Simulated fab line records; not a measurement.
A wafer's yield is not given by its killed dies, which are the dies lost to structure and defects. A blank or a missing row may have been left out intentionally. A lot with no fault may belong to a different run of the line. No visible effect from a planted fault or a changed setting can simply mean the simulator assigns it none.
Matching of chambers ; flow n5-finfet ; 3 sister chambers for N5_BEOL_M0_SAQP_PECVD_97 on pecvd-03
The step deposits SiNx from SiH4/NH3/N2, target thk 23 nm, time 19.9 s. 6 wafers are shown with their chamber, then 9 later ones without.

WAFERS PAIRED WITH THEIR CHAMBERS
wafer;chamber;throttle-valve-pct (%);heater-power-w (W)
L079.4;2;40.7;481
L086.1;2;40.8;470
L086.3;0;39.5;657
L086.4;0;39.6;642
L090.3;1;43.5;479
L090.5;1;43.4;488

WAFERS WHOSE CHAMBER IS MISSING
wafer;throttle-valve-pct (%);heater-power-w (W)
L091.1;43.3;483
L091.3;43.4;473
L091.5;43.7;473
L093.3;43.3;431
L093.5;43.4;446
L093.6;39.6;622
L095.1;37.2;505
L095.2;43.4;483
L095.4;43.3;484

THE CHAMBER EACH PASSED THROUGH
wafer;from the rows above;in truth
L091.1;1;1
L091.3;1;1
L091.5;1;1
L093.3;1;1
L093.5;1;1
L093.6;0;0
L095.1;0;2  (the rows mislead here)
L095.2;1;1
L095.4;1;1
8 of 9 placed correctly. From these rows, 0 cannot be placed. Wrongly placed: 1.
How it was worked out, from the rows above alone: a wafer's distance from a chamber is the root of the sum, over the readings, of the square of ((its reading less the chamber's mean) divided by the reading's scatter). If the next closest chamber is less than 2 further off than the closest, the wafer can't be placed; otherwise it belongs to the closest. For every chamber, the mean is computed from those of its wafers that are shown. The scatter: the root of (the sum of the squares of (reading less its chamber's mean) over the shown wafers, divided by (wafers less chambers)).
